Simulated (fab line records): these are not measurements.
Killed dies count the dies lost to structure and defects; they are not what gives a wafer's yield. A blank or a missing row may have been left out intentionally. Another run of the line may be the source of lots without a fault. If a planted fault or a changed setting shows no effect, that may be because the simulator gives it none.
Which tool did it?	flow nand-harc	Sampling: 6 lots, 18 wafers, 3 of 1159 route steps

== WHAT THE GAUGES SHOWED, per wafer ==
NHARC_A_BLC_CD_MEAS_10: target cd 100 nm.
lot	measured	on	cd-nm (nm)
L130	day 18 02:38	cd-sem-02	101.0 100.2 100.8
L134	day 19 01:47	cd-sem-03	98.9 100.2 99.6
L138	day 19 18:12	cd-sem-02	98.4 99.5 99.4
L137	day 20 15:56	cd-sem-02	100.2 99.4 100.1
L141	day 21 00:20	cd-sem-03	99.9 98.6 100.1
L142	day 22 02:46	cd-sem-03	105.6 107.7 106.2

== TOOL THAT RAN EACH LOT (tool first, then ch and the chambers of the sampled wafers, then the start) ==
lot	NHARC_A_CONTACT_ETCH_110	NHARC_A_BLC_EXPOSE_07
L130	rie-diel-07 ch 0,1,3, day 17 19:30	arfi-scanner-01 ch 0, day 18 02:31
L134	rie-diel-07 ch 0,2, day 18 23:07	arfi-scanner-03 ch 0, day 19 01:38
L138	rie-diel-09 ch 0,1,2, day 19 14:06	arfi-scanner-02 ch 0, day 19 18:04
L137	rie-diel-07 ch 0,3, day 20 13:24	arfi-scanner-01 ch 0, day 20 15:48
L141	rie-diel-10 ch 0,3, day 20 19:52	arfi-scanner-03 ch 0, day 21 00:12
L142	rie-diel-10 ch 1,2,3, day 21 14:04	arfi-scanner-03 ch 0, day 22 02:38
- NHARC_A_CONTACT_ETCH_110: etches the open film in CF4/O2, target depth 50 nm, overetch 5 nm, time 27.5 s.
- NHARC_A_BLC_EXPOSE_07: exposes mask A BLC, target cd 100 nm.

== THE ANSWER, worked out from the rows above alone ==
Rule: the lots themselves supply what counts as usual. Put in order of their means at a reading, lots are off if they are a third of the lots or fewer, leave a main group of 4 or more, and stand apart from it by a gap of 3 or more times the standard deviation of the main group's means; of several such gaps the widest counts. A main group whose means are all the same, to the digits that the tables above print for the reading, isn't used. A lot without any number at a reading at which 4 lots or more have one is off too. Where the step has rows for the other lots, those lots are counted as sound.
Off: L142 (NHARC_A_BLC_CD_MEAS_10, cd-nm). The main group has a mean of 99.8 nm with a standard deviation of 0.52.
If a tool, at a process step before that reading, ran all the lots that are off and no sound lot after the first of them, it fits. Gauges at NHARC_A_BLC_CD_MEAS_10: tried the same way as those tools. Can't be told from this: 3 tools fit, rie-diel-10 at NHARC_A_CONTACT_ETCH_110, arfi-scanner-03 at NHARC_A_BLC_EXPOSE_07, cd-sem-03 at NHARC_A_BLC_CD_MEAS_10.

== WHAT HAD BEEN PUT IN BY THE SIMULATOR ==
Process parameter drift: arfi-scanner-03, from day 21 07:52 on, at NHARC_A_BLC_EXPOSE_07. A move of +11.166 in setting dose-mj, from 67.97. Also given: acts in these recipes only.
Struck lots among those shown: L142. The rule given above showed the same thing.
